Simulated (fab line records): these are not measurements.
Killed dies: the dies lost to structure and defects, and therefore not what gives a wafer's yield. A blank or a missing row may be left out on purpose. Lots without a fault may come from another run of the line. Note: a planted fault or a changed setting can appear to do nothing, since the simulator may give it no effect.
Matching of chambers :: flow nandHarc :: aldMetal-03 running NHARC_A_WL_FILL_ALD_02: 4 sister chambers
The step deposits TiN, target thk 2 nm, pulse time 3 s, ald cycles 100. 8 wafers are shown with their chamber, then 9 later ones without.

WAFERS WITH THEIR CHAMBER
wafer: L084.4
chamber: 0
heaterPowerOuterW (W): 739
heaterPowerW (W): 1178

wafer: L084.5
chamber: 2
heaterPowerOuterW (W): 664
heaterPowerW (W): 1098

wafer: L086.1
chamber: 2
heaterPowerOuterW (W): 694
heaterPowerW (W): 1081

wafer: L086.2
chamber: 1
heaterPowerOuterW (W): 682
heaterPowerW (W): 1114

wafer: L086.3
chamber: 3
heaterPowerOuterW (W): 635
heaterPowerW (W): 1045

wafer: L093.1
chamber: 3
heaterPowerOuterW (W): 634
heaterPowerW (W): 1060

wafer: L093.2
chamber: 0
heaterPowerOuterW (W): 748
heaterPowerW (W): 1205

wafer: L093.3
chamber: 1
heaterPowerOuterW (W): 687
heaterPowerW (W): 1113

WAFERS WITHOUT THEIR CHAMBER
wafer: L095.2
heaterPowerOuterW (W): 684
heaterPowerW (W): 1087

wafer: L095.4
heaterPowerOuterW (W): 744
heaterPowerW (W): 1185

wafer: L095.6
heaterPowerOuterW (W): 682
heaterPowerW (W): 1090

wafer: L092.2
heaterPowerOuterW (W): 643
heaterPowerW (W): 1050

wafer: L092.3
heaterPowerOuterW (W): 701
heaterPowerW (W): 1101

wafer: L092.6
heaterPowerOuterW (W): 663
heaterPowerW (W): 1135

wafer: L097.1
heaterPowerOuterW (W): 745
heaterPowerW (W): 1225

wafer: L097.2
heaterPowerOuterW (W): 672
heaterPowerW (W): 1128

wafer: L097.6
heaterPowerOuterW (W): 698
heaterPowerW (W): 1074

WHICH CHAMBER EACH WENT THROUGH
wafer: L095.2
from the rows above: can't be placed: 2 or 1
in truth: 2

wafer: L095.4
from the rows above: 0
in truth: 0

wafer: L095.6
from the rows above: can't be placed: 2 or 1
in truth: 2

wafer: L092.2
from the rows above: 3
in truth: 3

wafer: L092.3
from the rows above: can't be placed: 1 or 2
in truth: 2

wafer: L092.6
from the rows above: can't be placed: 1 or 2
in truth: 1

wafer: L097.1
from the rows above: 0
in truth: 0

wafer: L097.2
from the rows above: can't be placed: 1 or 2
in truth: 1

wafer: L097.6
from the rows above: can't be placed: 2 or 1
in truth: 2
3 of 9 placed correctly. These rows do not allow placing 6 (true chamber among the candidates in 6). Number placed wrongly: 0.
How it was worked out, from the rows above alone: a wafer's distance from a chamber is the root of the sum, over the readings, of the square of ((its reading less the chamber's mean) divided by the reading's scatter). If the next closest chamber is less than 2 further off than the closest, the wafer can't be placed; otherwise it belongs to the closest. A chamber's mean is the mean of its shown wafers. The scatter: take each reading less its chamber's mean, square it, sum over the shown wafers, divide by the number of wafers less the number of chambers, and take the root.
